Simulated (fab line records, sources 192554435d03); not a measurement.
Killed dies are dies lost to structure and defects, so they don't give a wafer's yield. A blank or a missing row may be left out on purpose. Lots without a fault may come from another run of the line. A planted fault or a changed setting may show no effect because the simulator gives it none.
Chamber matching | flow n5_finfet | N5_FIN_SAQP_ALD_61 on ald_sin-04: 4 sister chambers
The step deposits SiO2, target thk 4 nm, pulse time 1 s, purge time 2 s. 4 wafers are shown with their chamber, then 9 later ones without.

WAFERS WITH THEIR CHAMBER
wafer  | chamber | heater_power_w (W)
L086.3 | 2       | 483
L086.5 | 3       | 466
L088.2 | 0       | 525
L088.5 | 1       | 546

WAFERS WITHOUT THEIR CHAMBER
wafer  | heater_power_w (W)
L094.2 | 531
L094.4 | 558
L094.5 | 489
L095.3 | 490
L095.5 | 484
L095.6 | 560
L096.1 | 480
L096.4 | 565
L096.5 | 471

WHICH CHAMBER EACH WENT THROUGH
wafer  | from the rows above     | in truth
L094.2 | can't be placed: 0 or 1 | 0
L094.4 | 1                       | 1
L094.5 | can't be placed: 2 or 3 | 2
L095.3 | can't be placed: 2 or 3 | 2
L095.5 | can't be placed: 2 or 3 | 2
L095.6 | 1                       | 1
L096.1 | can't be placed: 2 or 3 | 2
L096.4 | 1                       | 1
L096.5 | can't be placed: 3 or 2 | 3
Placed correctly: 3 of 9. Can't be placed from these rows: 6 (the true chamber is among the candidates in 6). Placed wrongly: 0.
How it was worked out, from the rows above alone: a wafer's distance from a chamber is the root of the sum, over the readings, of the square of ((its reading less the chamber's mean) divided by the reading's scatter). The wafer belongs to the nearest chamber; if the next one is less than 2 further off, it can't be placed. A chamber's mean is the mean of its shown wafers. The scatter: with one shown wafer a chamber, the root of the mean of the squares of how far each hidden wafer lies from its nearest shown one.
